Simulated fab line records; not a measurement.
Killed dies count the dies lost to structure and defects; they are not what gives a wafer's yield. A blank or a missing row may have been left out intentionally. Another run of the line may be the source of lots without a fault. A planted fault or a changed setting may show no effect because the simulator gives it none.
fab line records	flow n5-finfet
[record] lots = 11	wafers = 33	last-day = 18
route steps=1938 shown BEOL_M10@1488 PASSIVATION@1936
lots that met no fault: taken from a fault-free run of the same line
start-h: hours from the record's opening day to when the first of the lot's shown wafers began	wait-h: hours elapsed since this lot's preceding step	" unchanged from the row above	L1.1+2: several wafers, shown together as one row	- no value, or no start given	* or withheld: withheld	< > ~ a bound
route shown NAME@n: a module of which the file shows steps, and the number in the route of the first	usual: average and standard deviation across the fault-free wafers	same: alike in all rows	chamber/n: place in a boat	sites: per-site readings	_std_site: standard deviation across them	_edge_site: the outer-site mean with the inner-site mean subtracted	radius-mm: for every site, how far away it sits from the centre of the wafer	mask NAME#n: copy n	behind: the last tool/chamber to shape the wafer	hold: what put the lot on hold/how long, in hours/how the hold closed	device: whichever transistor did not switch (one of n, p or np)	end of line: tests of these same wafers at the route's end	a step without rows: its recipe alone	killed: not the wafer's yield, but the dies lost to structure and defects at the first sort	map: the dies of a wafer, with x for killed, . for not killed, _ for no die there
set.NAME: the run value of the setting; set.NAME@STEP: its run value at that earlier step	model.NAME: the simulator's own value behind a step, which no gauge read
the route's steps for a sample of lots (tables are steps, rows are wafers)
services: a tool's chamber out of use, with start hour (start-h, from the record's first day; less than 0 if before it), hours out, and reason
[[steps]]
[step N5_BEOL_M10_ETCH_62]
[recipe] chemistry = N2/H2	target = SOC	target-depth-a = 1100	overetch-a = 220	mask-material = SiARC	temp-c = 40	time-s = 165	ion-energy-ev = 200	pressure-mtorr = 30	source-w = 840	bias-w = 150	n2-flow-sccm = 200	h2-flow-sccm = 200
[usual] drypump-motor-current-A = 5.7/0.46	oes-product-au = 0.66/0.072	rf-vpp-V = 524.2/2.3	showerhead-plenum-p-Torr = 2.55/0.074	throttle-valve-pct = 17.73/0.26
lot.wafer	tool	chamber	start-h	wait-h	drypump-motor-current-A	oes-product-au	rf-hours-counter-h	rf-vpp-V	showerhead-plenum-p-Torr	throttle-valve-pct
L569.2	rie-diel-03	0	215.64	0.0	5.3	0.67	117	528.7	2.65	17.47
L569.4	"	2	"	"	5.2	0.64	180	521.9	2.52	17.60
L569.5	"	2	"	"	5.2	0.64	-	523.2	2.52	17.59
L571.1	rie-diel-04	0	228.87	0.0	6.1	0.63	191	523.1	2.52	18.08
L571.4	"	3	"	"	5.9	0.60	-	526.1	2.60	17.79
L571.6	"	1	"	"	6.0	0.70	-	526.4	2.59	17.90
L572.1	rie-diel-03	0	229.40	0.0	5.3	0.67	120	528.2	2.65	17.48
L572.3	"	1	"	"	5.4	0.64	156	523.1	2.55	17.67
L572.6	"	2	"	"	5.2	0.64	-	524.1	2.51	17.59
L573.1	rie-diel-04	2	236.20	0.0	6.1	0.82	2	522.8	2.50	17.24
L573.3	"	1	"	"	6.0	0.69	63	523.3	2.59	17.91
L573.5	"	3	"	"	5.9	0.60	-	526.7	2.60	17.77
L576.1	rie-diel-01	0	272.15	0.0	5.8	0.61	199	523.1	2.51	17.75
L576.2	"	3	"	"	6.2	0.67	69	526.7	2.67	17.54
L576.6	"	2	"	"	4.8	0.59	-	520.5	2.42	18.08
L583.1	rie-diel-04	1	302.94	0.0	6.0	0.67	84	523.8	2.58	17.96
L583.5	"	0	"	"	6.1	0.61	-	522.8	2.51	18.12
L583.6	"	1	"	"	6.0	0.68	-	526.7	2.58	17.97
L584.1	rie-diel-01	2	306.05	0.0	4.8	0.58	231	521.5	2.41	18.09
L584.3	"	1	"	"	5.1	0.80	9	524.2	2.61	17.47
L584.5	"	2	"	"	4.8	0.58	-	519.0	2.41	18.10
L585.2	rie-diel-04	3	333.67	0.0	5.9	0.82	7	525.3	2.59	17.44
L585.3	"	2	"	"	6.1	0.73	41	523.5	2.48	17.29
L585.4	"	0	"	"	6.1	0.60	233	522.9	2.50	18.17
L586.1	rie-diel-04	3	335.12	0.0	6.0	0.82	8	526.0	2.59	17.41
L586.2	"	0	"	"	6.1	0.60	234	524.5	2.50	18.16
L586.5	"	3	"	"	5.9	0.82	-	526.1	2.59	17.44
L587.2	rie-diel-03	3	336.10	0.0	5.9	0.72	44	524.3	2.59	17.56
L587.4	"	1	"	"	5.4	0.61	197	523.0	2.53	17.75
L587.6	"	0	"	"	5.3	0.64	-	526.3	2.64	17.55
L591.1	rie-diel-03	3	357.99	0.0	5.9	0.70	54	525.4	2.59	17.58
L591.4	"	1	"	"	5.4	0.61	209	522.0	2.53	17.77
L591.5	"	3	"	"	5.9	0.71	-	525.9	2.59	17.58
[step N5_BEOL_M10_HM_OPEN_17]
[recipe] chemistry = Cl2/BCl3	target-depth-a = 200	overetch-a = 60	target = TiN	mask-material = SOC	ion-energy-ev = 150	pressure-mtorr = 10	icp-w = 1000	bias-w = 126	Cl2_flow_sccm = 53.25	bcl3-flow-sccm = 21.75	Ar_flow_sccm = 25
[usual] drypump-motor-current-A = 5.7/0.45	oes-product-au = 0.71/0.046	throttle-valve-pct = 22.17/0.17
lot.wafer	tool	chamber	start-h	wait-h	drypump-motor-current-A	oes-product-au	rf-hours-counter-h	throttle-valve-pct
L569.2	rie-metal-01	0	215.82	0.0	5.3	0.78	5	22.14
L569.4	"	1	"	"	6.1	0.65	-	22.15
L569.5	"	0	"	"	5.3	0.77	-	22.14
L571.1	rie-metal-01	0	229.06	0.0	5.3	0.78	6	22.14
L571.4	"	1	"	"	6.1	0.64	-	22.14
L571.6	"	0	"	"	5.3	0.77	-	22.13
L572.1	rie-metal-02	0	229.59	0.0	6.1	0.74	15	22.26
L572.3	"	0	"	"	6.1	0.74	-	22.29
L572.6	"	1	"	"	6.2	0.74	-	22.47
L573.1	rie-metal-01	1	236.38	0.0	6.1	0.64	43	22.16
L573.3	"	1	"	"	6.1	0.63	-	22.16
L573.5	"	0	"	"	5.3	0.78	-	22.12
L576.1	rie-metal-01	1	272.34	0.0	6.1	0.63	46	22.15
L576.2	"	0	"	"	5.3	0.78	9	22.14
L576.6	"	0	"	"	5.3	0.77	-	22.14
L583.1	rie-metal-01	1	303.13	0.0	6.0	0.63	48	22.17
L583.5	"	0	"	"	5.3	0.77	-	22.13
L583.6	"	1	"	"	6.0	0.64	-	22.16
L584.1	rie-metal-03	0	306.24	0.0	5.4	0.73	20	21.88
L584.3	"	0	"	"	5.4	0.72	-	21.85
L584.5	"	0	"	"	5.4	0.72	-	21.87
L585.2	rie-metal-02	0	333.86	0.0	6.0	0.71	26	22.32
L585.3	"	1	"	"	6.2	0.72	-	22.48
L585.4	"	0	"	"	6.0	0.71	-	22.31
L586.1	rie-metal-02	1	335.30	0.0	6.2	0.72	19	22.48
L586.2	"	0	"	"	6.1	0.71	27	22.27
L586.5	"	1	"	"	6.2	0.71	-	22.48
L587.2	rie-metal-03	1	336.29	0.0	4.9	0.72	17	22.11
L587.4	"	1	"	"	4.9	0.72	-	22.11
L587.6	"	1	"	"	4.9	0.71	-	22.12
L591.1	rie-metal-02	0	358.17	0.0	6.0	0.68	29	22.34
L591.4	"	0	"	"	6.1	0.68	-	22.32
L591.5	"	0	"	"	6.0	0.68	-	22.32
[step N5_BEOL_M10_COAT_63]
[recipe] resist = SOC	temp-c = 250	time-s = 60	spin-rpm = 1500	resist-thk-nm = 100
[usual] chill-plate-temp-C = 22.99/0.12	plate-temp-C = 250.03/0.18	spin-speed-rpm = 1500.1/1.2
lot.wafer	tool	chamber	start-h	wait-h	chill-plate-temp-C	plate-temp-C	spin-speed-rpm
L569.2	litho-track-02	0	216.75	0.7	22.67	250.13	1499.4
L569.4	"	0	"	"	22.89	249.57	1498.6
L569.5	"	0	"	"	22.78	250.04	1499.0
L571.1	litho-track-05	0	229.34	0.1	22.91	250.03	1499.1
L571.4	"	0	"	"	22.99	250.35	1499.5
L571.6	"	0	"	"	23.00	250.27	1499.3
L572.1	litho-track-05	0	230.49	0.7	22.95	250.16	1291.0
L572.3	"	0	"	"	23.00	250.05	1292.7
L572.6	"	0	"	"	23.13	250.09	1293.5
L573.1	litho-track-05	0	236.62	0.0	22.94	250.30	1292.2
L573.3	"	0	"	"	22.96	249.89	1293.7
L573.5	"	0	"	"	23.07	249.89	1292.5
L576.1	litho-track-02	0	272.64	0.1	22.93	250.24	1500.0
L576.2	"	0	"	"	23.04	249.91	1498.8
L576.6	"	0	"	"	22.96	249.99	1499.7
L583.1	litho-track-05	0	303.45	0.1	22.93	250.23	1501.4
L583.5	"	0	"	"	23.00	250.26	1501.8
L583.6	"	0	"	"	22.98	249.78	1502.5
L584.1	litho-track-01	0	306.77	0.3	23.01	250.15	1500.9
L584.3	"	0	"	"	23.05	249.93	1499.8
L584.5	"	0	"	"	23.10	250.31	1500.6
L586.1	litho-track-02	0	336.29	0.7	22.97	250.10	1499.6
L586.2	"	0	"	"	22.92	249.81	1499.8
L586.5	"	0	"	"	22.92	249.70	1500.3
L585.2	litho-track-05	0	336.30	2.0	22.92	249.93	1503.4
L585.3	"	0	"	"	22.98	249.83	1502.0
L585.4	"	0	"	"	22.89	249.97	1500.8
L587.2	litho-track-05	0	337.29	0.8	22.97	250.06	1498.8
L587.4	"	0	"	"	23.14	249.75	1501.0
L587.6	"	0	"	"	23.01	250.06	1500.1
L591.1	litho-track-05	0	358.67	0.1	23.03	249.91	1499.1
L591.4	"	0	"	"	22.92	250.25	1499.7
L591.5	"	0	"	"	22.99	250.18	1499.4
[step N5_BEOL_M10_CD_MEAS_28]
[recipe] target-cd-nm = 70	landing-energy-ev = 500	detector = se-inlens	polarity = opening
[usual] cd-nm = 69.4/0.84
lot.wafer	tool	chamber	start-h	wait-h	cd-nm
L569.2	cd-sem-01	0	217.13	-	68.9
L569.4	"	0	"	"	69.3
L569.5	"	0	"	"	70.3
L571.1	cd-sem-02	0	229.71	-	70.2
L571.4	"	0	"	"	69.3
L571.6	"	0	"	"	69.6
L572.1	cd-sem-01	0	230.86	-	68.8
L572.3	"	0	"	"	69.6
L572.6	"	0	"	"	70.5
L573.1	cd-sem-01	0	236.87	-	69.7
L573.3	"	0	"	"	69.3
L573.5	"	0	"	"	67.9
L576.1	cd-sem-01	0	272.89	-	68.8
L576.2	"	0	"	"	69.0
L576.6	"	0	"	"	69.2
L583.1	cd-sem-01	0	303.70	-	69.1
L583.5	"	0	"	"	68.7
L583.6	"	0	"	"	69.0
L584.1	cd-sem-03	0	307.14	-	69.1
L584.3	"	0	"	"	70.6
L584.5	"	0	"	"	70.7
L586.1	cd-sem-03	0	336.67	-	67.8
L586.2	"	0	"	"	67.8
L586.5	"	0	"	"	68.1
L585.2	cd-sem-03	0	336.84	-	69.4
L585.3	"	0	"	"	68.4
L585.4	"	0	"	"	68.9
L587.2	cd-sem-02	0	337.69	-	69.5
L587.4	"	0	"	"	71.1
L587.6	"	0	"	"	69.5
L591.1	cd-sem-03	0	359.15	-	68.5
L591.4	"	0	"	"	69.5
L591.5	"	0	"	"	69.1
[step N5_PASSIVATION_PROBE_49]
[usual] defect-limited-yield = 91.4/1.4	killed_at_M0_to_M3 = 31/10	killed_at_M4_up = 14/5.6	killed-at-contacts = 13/6.3	killed-at-front-end = 39/10	killed-at-other = 4/3.1	killed-dies = 101/16	killed-open = 65/13	killed-short = 34/7.2	sort_bin_4_leakage = 0.00/0.007	sort_bin_5_function = 5.1/0.88	sort_bin_6_memory = 3.2/0.66	sort_bin_8_speed = 0.00/0.007	sort-n-pass = 1079/16	sort-yield-pct = 91.4/1.4
[same] gross-dies = 1180	killed-at-back-side = 0
lot.wafer	tool	chamber	start-h	wait-h	defect-limited-yield[%]	killed_at_M0_to_M3	killed_at_M4_up	killed-at-contacts	killed-at-front-end	killed-at-other	killed-dies	killed-open	killed-short	sort_bin_4_leakage[%]	sort_bin_5_function[%]	sort_bin_6_memory[%]	sort_bin_8_speed[%]	sort-n-pass	sort-yield-pct[%]
L571.1	prober-01	-	284.85	0.0	89.1	17	19	5	83	5	129	80	42	0	5.7	4.2	0	1051	89.1
L571.4	prober-01	-	285.00	0.2	86.8	47	22	27	56	4	156	113	42	0	7.9	4.7	0	1024	86.8
L571.6	prober-01	-	285.10	0.3	91.5	17	16	18	46	3	100	69	28	0	4.6	3.3	0	1080	91.5
L583.1	prober-01	-	362.12	0.0	92.0	21	21	15	36	1	94	57	33	0	4.5	3.2	0	1086	92.0
L583.5	prober-01	-	362.32	0.2	91.9	30	17	13	33	3	96	65	29	0	4.9	2.6	0	1084	91.9
L583.6	prober-01	-	362.37	0.3	92.1	22	20	15	36	0	93	64	26	0	5.2	2.5	0	1087	92.1
L585.2	prober-02	-	388.07	0.1	90.3	36	8	14	44	13	115	80	35	0	5.6	3.8	0	1065	90.3
L585.3	prober-02	-	388.12	0.1	90.9	40	9	18	37	3	107	68	38	0	5.5	3.6	0	1073	90.9
L585.4	prober-02	-	388.17	0.2	89.5	35	12	27	45	5	124	80	43	0	6.2	3.8	0	1056	89.5
L591.1	prober-02	-	436.37	0.0	92.4	27	6	5	49	3	90	56	34	0	4.4	2.9	0	1090	92.4
L591.4	prober-02	-	436.52	0.2	91.9	26	10	8	49	2	95	67	28	0	4.2	3.7	0	1085	91.9
L591.5	prober-02	-	436.57	0.2	93.3	32	9	2	35	1	79	57	22	0	4.1	2.3	0	1101	93.3
// killed by level:class
L571.1 FIN_SAQP:geometric-particle:open=27 STI_FIN_REVEAL:geometric-particle:open=21 FIN_SAQP:geometric-particle:short=15 BEOL_M0_SAQP:geometric-particle:short=7 BEOL_M4:geometric-particle:open=7 BEOL_M4:geometric-particle:short=4 HKMG_FIN:area-etch=4 MOL_CONTACT_COAG:geometric-particle:open=3
L571.4 STI_FIN_REVEAL:geometric-particle:open=34 MOL_CONTACT_COAG:geometric-particle:open=19 BEOL_M1:geometric-particle:open=10 MOL_CONTACT_COAG:geometric-particle:short=8 BEOL_M0_SAQP:geometric-particle:open=7 BEOL_M1:geometric-particle:short=7 FIN_SAQP:geometric-particle:open=6 STI_FIN_REVEAL:geometric-particle:short=6
L571.6 FIN_SAQP:geometric-particle:open=13 MOL_CONTACT_COAG:geometric-particle:open=13 STI_FIN_REVEAL:geometric-particle:open=10 BEOL_M3:geometric-particle:open=8 MOL_CONTACT_COAG:geometric-particle:short=5 GATE_CUT:geometric-particle:short=4 BEOL_M4:geometric-particle:open=4 FIN_SAQP:geometric-particle:short=3
L583.1 MOL_CONTACT_COAG:geometric-particle:open=10 BEOL_M4:geometric-particle:open=8 DUMMY_GATE:geometric-particle:short=6 DUMMY_GATE:geometric-particle:open=6 GATE_CUT:geometric-particle:short=6 BEOL_M0_SAQP:geometric-particle:open=6 MOL_CONTACT_COAG:geometric-particle:short=5 BEOL_M3:geometric-particle:short=5
L583.5 MOL_CONTACT_COAG:geometric-particle:open=10 FIN_SAQP:geometric-particle:open=9 BEOL_M0_SAQP:geometric-particle:open=7 BEOL_M0_SAQP:geometric-particle:short=7 BEOL_M1:geometric-particle:open=6 BEOL_M5:geometric-particle:open=6 FIN_SAQP:geometric-particle:short=4 STI_FIN_REVEAL:geometric-particle:open=4
L583.6 BEOL_M4:geometric-particle:open=11 MOL_CONTACT_COAG:geometric-particle:open=10 FIN_SAQP:geometric-particle:open=8 DUMMY_GATE:geometric-particle:open=6 BEOL_M3:geometric-particle:short=6 MOL_CONTACT_COAG:geometric-particle:short=5 BEOL_M0_SAQP:geometric-particle:open=5 BEOL_M3:geometric-particle:open=5
L585.2 MOL_CONTACT_COAG:geometric-particle:open=13 FIN_SAQP:geometric-particle:short=11 FIN_SAQP:geometric-particle:open=11 BEOL_M3:geometric-particle:open=8 STI_FIN_REVEAL:geometric-particle:open=8 BEOL_M0_SAQP:geometric-particle:short=7 BEOL_M2:geometric-particle:open=6 BEOL_M1:geometric-particle:open=5
L585.3 MOL_CONTACT_COAG:geometric-particle:open=14 FIN_SAQP:geometric-particle:short=13 BEOL_M0_SAQP:geometric-particle:open=8 FIN_SAQP:geometric-particle:open=7 DUMMY_GATE:geometric-particle:open=7 BEOL_M0_SAQP:geometric-particle:short=7 BEOL_M1:geometric-particle:open=7 BEOL_M3:geometric-particle:open=5
L585.4 MOL_CONTACT_COAG:geometric-particle:open=24 FIN_SAQP:geometric-particle:open=9 FIN_SAQP:geometric-particle:short=9 STI_FIN_REVEAL:geometric-particle:open=9 BEOL_M1:geometric-particle:open=7 STI_FIN_REVEAL:geometric-particle:short=5 BEOL_M0_SAQP:geometric-particle:short=5 BEOL_M3:geometric-particle:open=5
L591.1 FIN_SAQP:geometric-particle:short=13 BEOL_M3:geometric-particle:open=10 STI_FIN_REVEAL:geometric-particle:open=9 FIN_SAQP:geometric-particle:open=7 DUMMY_GATE:geometric-particle:open=5 MOL_CONTACT_COAG:geometric-particle:open=5 BEOL_M2:geometric-particle:open=4 DUMMY_GATE:geometric-particle:short=3
L591.4 FIN_SAQP:geometric-particle:open=16 FIN_SAQP:geometric-particle:short=10 BEOL_M2:geometric-particle:open=9 STI_FIN_REVEAL:geometric-particle:open=8 MOL_CONTACT_COAG:geometric-particle:open=7 BEOL_M3:geometric-particle:open=6 BEOL_M0_SAQP:geometric-particle:open=3 BEOL_M0:geometric-particle:open=3
L591.5 FIN_SAQP:geometric-particle:open=18 BEOL_M3:geometric-particle:open=12 FIN_SAQP:geometric-particle:short=9 BEOL_M1:geometric-particle:open=5 BEOL_M2:geometric-particle:open=4 BEOL_M0_SAQP:geometric-particle:open=3 BEOL_M3:geometric-particle:short=3 BEOL_M10:geometric-particle:open=3
[[services]]
tool	chamber	start-h	hours	kind
rie-diel-01	3	191.98	14.3	repair
rie-diel-04	2	210.28	-	clean
rie-diel-04	2	210.28	-	consumable-replace:focus-ring
rie-diel-04	2	210.28	22.0	scheduled-down
rie-diel-04	2	210.28	22.0	vent-cycle
rie-diel-03	-	211.67	1.7	repair
rie-metal-02	1	238.10	16.0	repair
rie-diel-01	1	257.44	-	clean
rie-diel-01	1	257.44	-	consumable-replace:focus-ring
rie-diel-01	1	257.44	24.3	scheduled-down
rie-diel-01	1	257.44	24.3	vent-cycle
rie-diel-04	1	287.30	4.7	repair
rie-diel-03	3	291.56	6.8	repair
rie-diel-04	3	292.69	-	clean
rie-diel-04	3	292.69	-	consumable-replace:focus-ring
rie-diel-04	3	292.69	16.7	scheduled-down
rie-diel-04	3	292.69	16.7	vent-cycle
rie-diel-03	-	293.56	1.1	repair
rie-diel-03	0	296.71	5.3	repair
rie-diel-01	-	306.91	75.6	repair
rie-diel-04	-	308.37	4.3	pm
litho-track-05	-	312.76	-	consumable-replace:filter
rie-diel-04	3	321.46	9.9	repair
rie-metal-02	1	356.58	8.9	repair
[[key]]
[first-sign] step = N5_BEOL_M10_COAT_63	reading = spin-speed-rpm	direction = down	sigmas = 99+	usual = *	struck = *
effect none on later readings
met-at N5_BEOL_M10_COAT_63
struck-lots L572,L573
not-acting-at N5_BEOL_M10_ETCH_62,N5_BEOL_M10_HM_OPEN_17,N5_BEOL_M10_CD_MEAS_28
onset-between 229.34 230.49
[fault] kind = process-parameter-drift	tool = litho-track-05	chamber = -	onset-h = 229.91	steps = N5_BEOL_M10_COAT_63	channel = spin-rpm	offset = *	shape = step	end-h = 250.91	acts-in = *	stated = *
